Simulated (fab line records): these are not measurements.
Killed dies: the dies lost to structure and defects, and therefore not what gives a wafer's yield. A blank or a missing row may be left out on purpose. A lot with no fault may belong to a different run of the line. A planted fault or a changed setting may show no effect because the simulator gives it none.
Split-lot experiment / flow n5-finfet / 21 wafers read across 7 lots, on a route 1938 steps long

== SPLIT DETAILS ==
At N5_BEOL_M4_EXPOSE_08 (exposes mask M4), the setting dose-mj was moved away from the recipe's 41.25 on 9 of the 21 wafers read, by -5.9% to +6.6%. For the rest of the wafers, this setting stayed at what the recipe calls for.

== FROM THE SPLIT TO THE READING: what the file shows between them, 11 steps ==
- N5_BEOL_M4_PEB_09: peb time 60 s
- N5_BEOL_M4_DEVELOP_10: develop time 30 s
- N5_BEOL_M4_CD_MEAS_11: target cd 16.79 nm
- N5_BEOL_M4_DESCUM_16: chemistry O2, time 7 s
- N5_BEOL_M4_ETCH_74: etches underlayer in N2/H2, target depth 6.5 nm, time 5.2 s
- N5_BEOL_M4_ETCH_63: etches SiARC in CF4, target depth 15.6 nm, time 26 s
- N5_BEOL_M4_ETCH_64: etches SOC in N2/H2, target depth 75 nm, overetch 22.5 nm, time 121.9 s
- N5_BEOL_M4_STRIP_65: strips in N2/H2
- N5_BEOL_M4_STRIP_75: strips in N2/H2
- N5_BEOL_M4_HM_OPEN_17: chemistry Cl2/BCl3, target TiN, target depth 20 nm, overetch 6 nm
- N5_BEOL_M4_STRIP_19: strips in O2

== THE READING ==
cd-nm, in nm, at N5_BEOL_M4_CD_MEAS_18 (pitch 36 nm, target cd 18 nm). Typical for fault-free wafers on this fab line: 17.8 nm, with standard deviation 0.37 nm.

wafer=L077.1; tool, chamber at the split=euv-scanner-01, 0; dose-mj as run=42.11; against the recipe=+2.1%; cd-nm, nm=17.9; against lot-mates on the recipe=+0.2
wafer=L077.5; tool, chamber at the split=euv-scanner-01, 0; dose-mj as run=41.25; against the recipe=recipe; cd-nm, nm=17.7; against lot-mates on the recipe=-
wafer=L077.6; tool, chamber at the split=euv-scanner-01, 0; dose-mj as run=42.11; against the recipe=+2.1%; cd-nm, nm=17.7; against lot-mates on the recipe=+0.0
wafer=L079.1; tool, chamber at the split=euv-scanner-01, 0; dose-mj as run=41.25; against the recipe=recipe; cd-nm, nm=18.8; against lot-mates on the recipe=-
wafer=L079.3; tool, chamber at the split=euv-scanner-01, 0; dose-mj as run=41.25; against the recipe=recipe; cd-nm, nm=18.6; against lot-mates on the recipe=-
wafer=L079.4; tool, chamber at the split=euv-scanner-01, 0; dose-mj as run=41.25; against the recipe=recipe; cd-nm, nm=18.3; against lot-mates on the recipe=-
wafer=L082.1; tool, chamber at the split=euv-scanner-01, 0; dose-mj as run=41.25; against the recipe=recipe; cd-nm, nm=17.5; against lot-mates on the recipe=-
wafer=L082.3; tool, chamber at the split=euv-scanner-01, 0; dose-mj as run=41.25; against the recipe=recipe; cd-nm, nm=17.2; against lot-mates on the recipe=-
wafer=L082.6; tool, chamber at the split=euv-scanner-01, 0; dose-mj as run=43.96; against the recipe=+6.6%; cd-nm, nm=19.1; against lot-mates on the recipe=+1.8
wafer=L083.1; tool, chamber at the split=euv-scanner-02, 0; dose-mj as run=43.39; against the recipe=+5.2%; cd-nm, nm=18.3; against lot-mates on the recipe=+0.8
wafer=L083.4; tool, chamber at the split=euv-scanner-02, 0; dose-mj as run=41.25; against the recipe=recipe; cd-nm, nm=17.5; against lot-mates on the recipe=-
wafer=L083.5; tool, chamber at the split=euv-scanner-02, 0; dose-mj as run=43.39; against the recipe=+5.2%; cd-nm, nm=18.5; against lot-mates on the recipe=+1.0
wafer=L086.1; tool, chamber at the split=euv-scanner-02, 0; dose-mj as run=41.25; against the recipe=recipe; cd-nm, nm=18.0; against lot-mates on the recipe=-
wafer=L086.2; tool, chamber at the split=euv-scanner-02, 0; dose-mj as run=42.13; against the recipe=+2.1%; cd-nm, nm=17.8; against lot-mates on the recipe=-0.2
wafer=L086.3; tool, chamber at the split=euv-scanner-02, 0; dose-mj as run=42.13; against the recipe=+2.1%; cd-nm, nm=18.1; against lot-mates on the recipe=+0.1
wafer=L091.1; tool, chamber at the split=euv-scanner-02, 0; dose-mj as run=41.25; against the recipe=recipe; cd-nm, nm=17.7; against lot-mates on the recipe=-
wafer=L091.2; tool, chamber at the split=euv-scanner-02, 0; dose-mj as run=38.82; against the recipe=-5.9%; cd-nm, nm=16.4; against lot-mates on the recipe=-1.3
wafer=L091.5; tool, chamber at the split=euv-scanner-02, 0; dose-mj as run=38.82; against the recipe=-5.9%; cd-nm, nm=17.0; against lot-mates on the recipe=-0.7
wafer=L095.3; tool, chamber at the split=euv-scanner-02, 0; dose-mj as run=41.25; against the recipe=recipe; cd-nm, nm=18.4; against lot-mates on the recipe=-
wafer=L095.4; tool, chamber at the split=euv-scanner-02, 0; dose-mj as run=41.25; against the recipe=recipe; cd-nm, nm=18.2; against lot-mates on the recipe=-
wafer=L095.5; tool, chamber at the split=euv-scanner-02, 0; dose-mj as run=41.25; against the recipe=recipe; cd-nm, nm=17.9; against lot-mates on the recipe=-

THE FIT
A straight line over all 21 wafers: cd-nm changes by +0.151 nm for each +1% of dose-mj; r = +0.72; the points scatter about the line by 0.45 nm.
The same after taking each lot's own level away (the mean of its wafers on the recipe; 21 wafers): +0.181 nm for each +1%; r = +0.90; scatter 0.27 nm.
The reading moves by 1.2 nm for the largest change in dose-mj, on that fit.
The span of the lots' own levels, 17.35 to 18.57 nm, comes to 3.3 times the standard deviation stated above.
So the lot-to-lot level blurs the effect unless lot-mates are compared.
Check: with one of the wafers moved furthest among these (+6.6%) left out of the fit, the line predicts +0.954 nm for it against its lot-mates. It came out at +1.75 nm against them.

== FURTHER SPLITS ON THESE WAFERS ==
These wafers also went through other splits before the reading. Each is held against what the fit with the lots' levels taken away leaves over:
other split on the same wafers=N5_BEOL_M2_DESCUM_33 time-s; wafers away from the commonest value=7; r with cd-nm (lot level and that fit taken away)=+0.40

== THE WHOLE CHAIN: every reading that the file lists as answering this split, in the file's order ==
step=N5_BEOL_M4_CD_MEAS_11; what it does=target cd 16.79 nm; reading=cd-nm; change (the file's fit)=+0.204 nm for each +1% of the setting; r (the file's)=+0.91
step=N5_BEOL_M4_ETCH_74; what it does=etches underlayer in N2/H2, target depth 6.5 nm, time 5.2 s; reading=BEOL_M4.cd-offset-nm (the simulator's own value, which no gauge read); change (the file's fit)=+0.169 nm for each +1% of the setting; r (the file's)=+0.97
step=N5_BEOL_M4_ETCH_64; what it does=etches SOC in N2/H2, target depth 75 nm, overetch 22.5 nm, time 121.9 s; reading=BEOL_M4.cd-offset-nm (the simulator's own value, which no gauge read); change (the file's fit)=+0.201 nm for each +1% of the setting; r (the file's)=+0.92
step=N5_BEOL_M4_CD_MEAS_18; what it does=pitch 36 nm, target cd 18 nm; reading=cd-nm; change (the file's fit)=+0.194 nm for each +1% of the setting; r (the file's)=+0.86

== THE FILE'S OWN FIT ==
cd-nm changes by +0.194 nm for each +1% of dose-mj, r = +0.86.
